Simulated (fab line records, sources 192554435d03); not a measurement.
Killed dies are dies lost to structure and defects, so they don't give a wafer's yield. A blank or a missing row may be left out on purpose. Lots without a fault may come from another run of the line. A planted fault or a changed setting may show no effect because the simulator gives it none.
fab line records | flow n5_finfet
record lots=7 wafers=19 last_day=16
route steps=1938 shown BEOL_M14@1718 PASSIVATION@1936
lots that met no fault: from a run of the same line without faults
start_h: hours from the record's first day to the start of the lot's first wafer shown | wait_h: hours since the lot's step before | " the same as in the row above | L1.1+2: a row that stands for several wafers | - no value, or no start given | * or withheld: withheld | < > ~ a bound
route shown NAME@n: a module of which the file shows steps, and the number in the route of the first | usual: mean/standard deviation of fault-free wafers | same: alike in all rows | chamber/n: place in a boat | sites: the reading at each site | _std_site: their standard deviation | _edge_site: outer sites' mean less inner sites' | radius_mm: how far each site lies from the wafer's centre | mask NAME#n: copy n | behind: the tool/chamber that last shaped the wafer | hold: why the lot was held/for how many hours/how that ended | device: the transistor (n, p or np) that didn't switch | end of line: the same wafers' tests at the end of the route | a step without rows: its recipe alone | killed: dies lost to structure and defects at the first sort, not the wafer's yield | map: a wafer's dies, x killed, . not, _ none there
set.NAME: the setting as run; set.NAME@STEP: as run at that earlier step | model.NAME: the simulator's own value behind a step, which no gauge read
lots at some steps of the route; a table a step, a row a wafer
services: from which hour (start_h, from the record's first day; less than 0 if before it) a tool's chamber was out of use, for how many hours, and why
## steps
# step N5_BEOL_M14_COAT_58
# recipe resist=BARC temp_c=205 time_s=60 spin_rpm=1500 resist_thk_nm=89
# step N5_BEOL_M14_COAT_04
# recipe spin_rpm=1704 resist_thk_nm=800
# step N5_BEOL_M14_EBR_06
# recipe solvent=PGMEA ebr_width_mm=1.5
# step N5_BEOL_M14_SOFTBAKE_05
# recipe temp_c=130 time_s=60
# step N5_BEOL_M14_EXPOSE_07
# recipe mask_id=V13 na=0.8 source_shape=annular sigma_inner=0.5 sigma_outer=0.8 polarization=unpolarized attpsm_phase_deg=180 dose_mj=57
# step N5_BEOL_M14_PEB_08
# recipe peb_temp_c=130 peb_time_s=90
# step N5_BEOL_M14_DEVELOP_09
# recipe develop_time_s=45 rinse_liquid=diw dry=air_spin dev_temp_c=21
# step N5_BEOL_M14_HARDBAKE_14
# recipe temp_c=130 time_s=120
# step N5_BEOL_M14_CD_MEAS_10
# recipe target_cd_nm=250 landing_energy_ev=500 detector=se_inlens polarity=opening
# usual cd_nm=250.4/1.7
# columns lot.wafer tool chamber start_h wait_h cd_nm
L227.1 cd_sem-03 0 264.25 - 250.9
L227.3 " 0 " " 249.9
L227.5 " 0 " " 252.2
L230.1 cd_sem-03 0 288.53 - 250.9
L230.4 " 0 " " 250.7
L230.6 " 0 " " 251.3
L232.1 cd_sem-01 0 317.86 - 253.8
L232.5 " 0 " " 251.2
L236.1 cd_sem-02 0 333.57 - 250.8
L236.2 " 0 " " 250.0
L236.4 " 0 " " 250.2
L237.2 cd_sem-03 0 336.23 - 251.0
L237.5 " 0 " " 249.8
L238.2 cd_sem-03 0 340.88 - 251.6
L238.4 " 0 " " 249.7
L238.5 " 0 " " 249.8
L241.2 cd_sem-02 0 356.65 - 248.2
L241.4 " 0 " " 247.0
L241.5 " 0 " " 248.5
# step N5_BEOL_M14_OVL_MEAS_11
# recipe points_per_wafer=44
# usual V13_OVL=-2/6.9
# columns lot.wafer tool chamber start_h wait_h V13_OVL[nm]
L227.1 overlay-01 0 264.28 0.0 5
L227.3 " 0 " " 15
L227.5 " 0 " " 12
L230.1 overlay-02 0 288.56 0.0 -3
L230.4 " 0 " " -2
L230.6 " 0 " " -1
L232.1 overlay-01 0 317.89 0.0 -6
L232.5 " 0 " " -3
L236.1 overlay-02 0 333.60 0.0 -9
L236.2 " 0 " " -16
L236.4 " 0 " " -11
L237.2 overlay-01 0 336.26 0.0 -5
L237.5 " 0 " " 3
L238.2 overlay-01 0 340.90 0.0 8
L238.4 " 0 " " 1
L238.5 " 0 " " -2
L241.2 overlay-02 0 356.68 0.0 -4
L241.4 " 0 " " -7
L241.5 " 0 " " -7
# step N5_BEOL_M14_INSPECT_12
# recipe mode=adi inspect_instrument=macro
# usual raw_defect_count=2.0/1.5
# columns lot.wafer tool chamber start_h wait_h raw_defect_count
L227.1 defect_inspect-01 - 264.31 0.0 2
L227.3 " - " " 1
L227.5 " - " " 0
L230.1 defect_inspect-02 - 288.58 0.0 3
L230.4 " - " " 2
L230.6 " - " " 0
L232.1 defect_inspect-02 - 317.91 0.0 1
L232.5 " - " " 6
L236.1 defect_inspect-01 - 333.62 0.0 0
L236.2 " - " " 3
L236.4 " - " " 2
L237.2 defect_inspect-01 - 336.28 0.0 2
L237.5 " - " " 2
L238.2 defect_inspect-01 - 340.93 0.0 0
L238.4 " - " " 3
L238.5 " - " " 2
L241.2 defect_inspect-01 - 356.70 0.0 2
L241.4 " - " " 2
L241.5 " - " " 3
# step N5_BEOL_M14_DESCUM_15
# recipe chemistry=O2 time_s=7.9 source_power_w=50 bias_power_w=20 pressure_mtorr=20 rf_frequency_hz=2.712e+07 temp_c=40 o2_flow_sccm=225
# usual drypump_motor_current_A=5.9/0.5 o2_flow_sccm=225.0/0.68 oes_product_au=0.82/0.094 rf_fwd_power_W=49.37/0.25 rf_vpp_V=243.4/1.3 showerhead_plenum_p_Torr=2.10/0.073 throttle_valve_pct=20.40/0.17
# columns lot.wafer tool chamber start_h wait_h drypump_motor_current_A o2_flow_sccm oes_product_au rf_fwd_power_W rf_hours_counter_h rf_vpp_V showerhead_plenum_p_Torr throttle_valve_pct
L227.1 rie_diel-01 1 264.34 0.0 6.5 225.9 1.02 49.31 1 244.3 2.08 20.62
L227.3 " 0 " " 5.6 225.7 0.91 49.14 39 244.1 2.20 20.29
L227.5 " 3 " " 5.9 226.0 0.86 49.40 - 242.8 2.12 20.40
L230.1 rie_diel-01 2 288.62 0.0 4.8 226.2 0.71 49.43 231 242.3 2.16 20.67
L230.4 " 0 " " 5.6 226.4 0.88 48.99 47 244.2 2.20 20.30
L230.6 " 3 " " 5.9 225.2 0.84 49.14 - 244.1 2.12 20.43
L232.1 rie_diel-01 2 317.95 0.0 4.8 224.3 0.71 49.38 241 243.4 2.16 20.68
L232.5 " 2 " " 4.8 225.3 0.71 49.69 - 243.0 2.16 20.68
L236.1 rie_diel-01 0 333.76 0.1 5.6 224.7 0.88 49.30 61 245.0 2.19 20.33
L236.2 " 2 " " 4.8 225.2 0.70 49.13 247 244.3 2.16 20.68
L236.4 " 3 " " 5.9 224.8 0.83 49.50 76 244.7 2.11 20.44
L237.2 rie_diel-01 0 336.32 0.0 5.6 223.7 0.87 49.18 61 245.1 2.19 20.34
L237.5 " 1 " " 6.4 224.9 0.92 49.16 - 244.3 2.07 20.68
L238.2 rie_diel-02 0 341.60 0.7 6.0 224.0 0.73 49.48 165 243.1 1.98 20.36
L238.4 " 3 " " 6.6 224.5 0.69 49.64 - 242.6 2.07 20.54
L238.5 " 2 " " 6.3 224.4 0.80 49.29 - 243.6 2.19 20.26
L241.2 rie_diel-02 3 357.13 0.4 6.6 224.7 0.70 49.53 217 242.8 2.07 20.55
L241.4 " 2 " " 6.3 225.6 0.79 49.57 - 244.2 2.18 20.29
L241.5 " 3 " " 6.6 224.6 0.70 49.50 - 244.9 2.07 20.55
# step N5_BEOL_M14_ETCH_59
# recipe chemistry=N2/H2 target=BARC target_depth_a=890 overetch_a=267 time_s=67.9 ion_energy_ev=200 pressure_mtorr=30 source_w=840 bias_w=150 n2_flow_sccm=200 h2_flow_sccm=200
# usual drypump_motor_current_A=5.9/0.5 oes_product_au=0.70/0.075 rf_fwd_power_W=833/3.7 rf_vpp_V=524.1/2.4 run_length_s=91.2/0.54 showerhead_plenum_p_Torr=2.55/0.089 throttle_valve_pct=17.82/0.15
# columns lot.wafer tool chamber start_h wait_h drypump_motor_current_A oes_product_au rf_fwd_power_W rf_hours_counter_h rf_vpp_V run_length_s showerhead_plenum_p_Torr throttle_valve_pct model.coat_of_BEOL_M14_COAT_04.thk_nm
L227.1 rie_diel-01 1 264.38 0.0 6.5 0.85 832 1 521.6 90.8 2.49 17.77 717.4
L227.3 " 0 " " 5.6 0.76 833 39 528.1 91.8 2.71 17.83 717.6
L227.5 " 3 " " 5.9 0.73 833 - 527.2 90.7 2.59 17.98 716.4
L230.1 rie_diel-01 2 288.65 0.0 4.8 0.62 835 231 525.8 91.8 2.61 18.07 718.8
L230.4 " 0 " " 5.6 0.77 828 47 527.1 91.2 2.71 17.84 719.4
L230.6 " 3 " " 5.9 0.72 833 - 526.5 90.8 2.58 17.97 716
L232.1 rie_diel-01 2 317.98 0.0 4.8 0.56 832 241 525.8 101.1 2.61 18.05 709.6
L232.5 " 2 " " 4.8 0.57 833 - 525.2 100.8 2.60 18.07 712
L236.1 rie_diel-01 0 333.80 0.0 5.5 0.69 828 61 528.1 100.0 2.70 17.85 707.4
L236.2 " 2 " " 4.8 0.60 836 247 527.0 91.8 2.60 18.08 714.8
L236.4 " 3 " " 5.9 0.71 836 76 524.9 90.6 2.58 18.02 712
L237.2 rie_diel-01 0 336.35 0.0 5.6 0.74 826 61 528.4 91.4 2.70 17.86 723
L237.5 " 1 " " 6.4 0.72 831 - 522.4 99.9 2.48 17.80 714.6
L238.2 rie_diel-02 0 341.64 0.0 6.0 0.63 835 165 520.6 90.4 2.42 17.79 717.2
L238.4 " 3 " " 6.6 0.61 835 - 522.9 91.9 2.49 17.93 715.8
L238.5 " 2 " " 6.4 0.68 834 - 527.2 90.7 2.68 17.80 714.2
L241.2 rie_diel-02 3 357.17 0.0 6.6 0.60 836 217 523.2 91.6 2.49 17.94 720.4
L241.4 " 2 " " 6.3 0.68 836 - 526.0 91.1 2.67 17.80 716.4
L241.5 " 3 " " 6.6 0.60 834 - 523.7 91.6 2.49 17.95 717.8
# step N5_BEOL_M14_VIA_ETCH_16
# recipe chemistry=C4F8/O2/Ar target=SiO2 he_inner_torr=15 he_outer_torr=30 target_depth_a=12313 time_s=withheld ion_energy_ev=800 pressure_mtorr=20 source_w=1905 bias_w=2040 Ar_flow_sccm=400 C4F8_flow_sccm=16 O2_flow_sccm=12 ends=cleared
# usual O2_flow_sccm=12.00/0.032 drypump_motor_current_A=5.9/0.5 oes_o_777_au=0.81/0.086 oes_product_au=0.74/0.082 rf_fwd_power_W=1899/5.5 rf_vpp_V=2225/37 showerhead_plenum_p_Torr=3.46/0.11 throttle_valve_pct=30.94/0.18
# columns lot.wafer tool chamber start_h wait_h O2_flow_sccm drypump_motor_current_A oes_o_777_au oes_product_au rf_fwd_power_W rf_vpp_V showerhead_plenum_p_Torr throttle_valve_pct
L227.1 rie_diel-01 1 264.43 0.0 11.99 6.5 0.96 0.90 1892 2239 3.41 31.18
L227.3 " 0 " " 11.99 5.6 0.89 0.82 1895 2235 3.62 30.85
L227.5 " 3 " " 12.02 5.9 0.85 0.79 1899 2229 3.52 31.28
L230.1 rie_diel-01 2 288.70 0.0 11.94 4.8 0.74 0.65 1904 2208 3.53 30.97
L230.4 " 0 " " 11.97 5.6 0.88 0.81 1897 2236 3.62 30.85
L230.6 " 3 " " 11.96 5.9 0.83 0.77 1896 2229 3.52 31.28
L232.1 rie_diel-01 2 318.03 0.0 12.01 4.8 0.73 0.64 1892 2207 3.53 30.97
L232.5 " 2 " " 12.05 4.8 0.73 0.64 1901 2207 3.53 30.95
L236.1 rie_diel-01 0 333.85 0.0 11.97 5.6 0.86 0.79 1899 2235 3.61 30.87
L236.2 " 2 " " 12.03 4.8 0.72 0.64 1899 2207 3.52 30.99
L236.4 " 3 " " 12.00 5.9 0.83 0.76 1907 2228 3.51 31.30
L237.2 rie_diel-01 0 336.40 0.0 12.00 5.6 0.86 0.80 1894 2235 3.61 30.86
L237.5 " 1 " " 11.99 6.5 0.88 0.84 1892 2237 3.39 31.22
L238.2 rie_diel-02 0 341.69 0.0 12.00 6.0 0.71 0.66 1906 2244 3.29 30.88
L238.4 " 3 " " 12.07 6.6 0.72 0.64 1890 2213 3.40 31.05
L238.5 " 2 " " 12.03 6.4 0.81 0.73 1901 2150 3.59 30.74
L241.2 rie_diel-02 3 357.22 0.0 11.97 6.6 0.72 0.64 1899 2212 3.40 31.06
L241.4 " 2 " " 12.05 6.4 0.80 0.72 1901 2150 3.58 30.72
L241.5 " 3 " " 11.99 6.6 0.71 0.63 1898 2211 3.40 31.07
# step N5_PASSIVATION_PROBE_49
# usual defect_limited_yield=91.0/1.5 killed_at_M0_to_M3=35/12 killed_at_M4_up=15/5.8 killed_at_contacts=14/7.2 killed_at_front_end=40/10 killed_at_other=3/3 killed_dies=106/18 killed_open=68/14 killed_short=35/7.2 sort_bin_5_function=5.2/0.96 sort_bin_6_memory=3.3/0.69 sort_n_pass=1074/18 sort_yield_pct=91.0/1.5
# same gross_dies=1180 killed_at_back_side=0 sort_bin_4_leakage[%]=0 sort_bin_8_speed[%]=0
# columns lot.wafer tool chamber start_h wait_h defect_limited_yield[%] killed_at_M0_to_M3 killed_at_M4_up killed_at_contacts killed_at_front_end killed_at_other killed_dies killed_open killed_short sort_bin_5_function[%] sort_bin_6_memory[%] sort_n_pass sort_yield_pct[%]
L241.2 prober-02 - 381.45 0.1 89.9 44 19 12 43 1 119 75 40 5.3 4.2 1061 89.9
L241.4 prober-02 - 381.55 0.2 90.0 37 17 20 41 3 118 82 36 5.8 4.0 1062 90.0
# killed by level:class
L241.2 BEOL_M0_SAQP:geometric_particle:short=17 BEOL_M0_SAQP:geometric_particle:open=13 BEOL_M4:geometric_particle:open=11 FIN_SAQP:geometric_particle:open=10 MOL_CONTACT_COAG:geometric_particle:open=8 DUMMY_GATE:geometric_particle:open=7 FIN_SAQP:geometric_particle:short=5 STARTING-WAFER:geometric_particle:open=5
L241.4 MOL_CONTACT_COAG:geometric_particle:open=14 BEOL_M0_SAQP:geometric_particle:open=12 STI_FIN_REVEAL:geometric_particle:open=11 BEOL_M4:geometric_particle:open=11 FIN_SAQP:geometric_particle:open=8 DUMMY_GATE:geometric_particle:open=7 MOL_CONTACT_COAG:geometric_particle:short=6 BEOL_M1:geometric_particle:short=6
## services
# columns tool chamber start_h hours kind
rie_diel-01 1 244.89 - clean
rie_diel-01 1 244.89 - consumable_replace:focus_ring
rie_diel-01 1 244.89 16.2 scheduled_down
rie_diel-01 1 244.89 16.2 vent_cycle
rie_diel-02 2 248.76 6.5 repair
rie_diel-01 - 253.57 0.8 repair
rie_diel-01 0 325.99 3.7 repair
rie_diel-01 - 335.81 0.4 repair
rie_diel-01 2 341.08 - clean
rie_diel-01 2 341.08 - consumable_replace:focus_ring
rie_diel-01 2 341.08 17.3 scheduled_down
rie_diel-01 2 341.08 17.3 vent_cycle
rie_diel-02 1 341.39 - clean
rie_diel-02 1 341.39 - consumable_replace:focus_ring
rie_diel-02 1 341.39 26.6 scheduled_down
rie_diel-02 1 341.39 26.6 vent_cycle
rie_diel-02 3 345.83 8.4 repair
## key
first_sign step=N5_BEOL_M14_ETCH_59 reading=run_length_s direction=up sigmas=17 usual=* struck=*
effect none on later readings
model_effect step=N5_BEOL_M14_ETCH_59 value=coat_of_BEOL_M14_COAT_04.thk_nm without=719.3 struck=710.9
met_at N5_BEOL_M14_ETCH_59
struck_wafers L232.1,L232.5,L236.1,L237.5
onset_between 288.65 317.98
fault kind=process_parameter_drift tool=rie_diel-01 chamber=- onset_h=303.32 steps=N5_BEOL_M14_ETCH_59 channel=time_s offset=* shape=step end_h=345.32 scope=struck_wafers_only acts_in=* stated=*
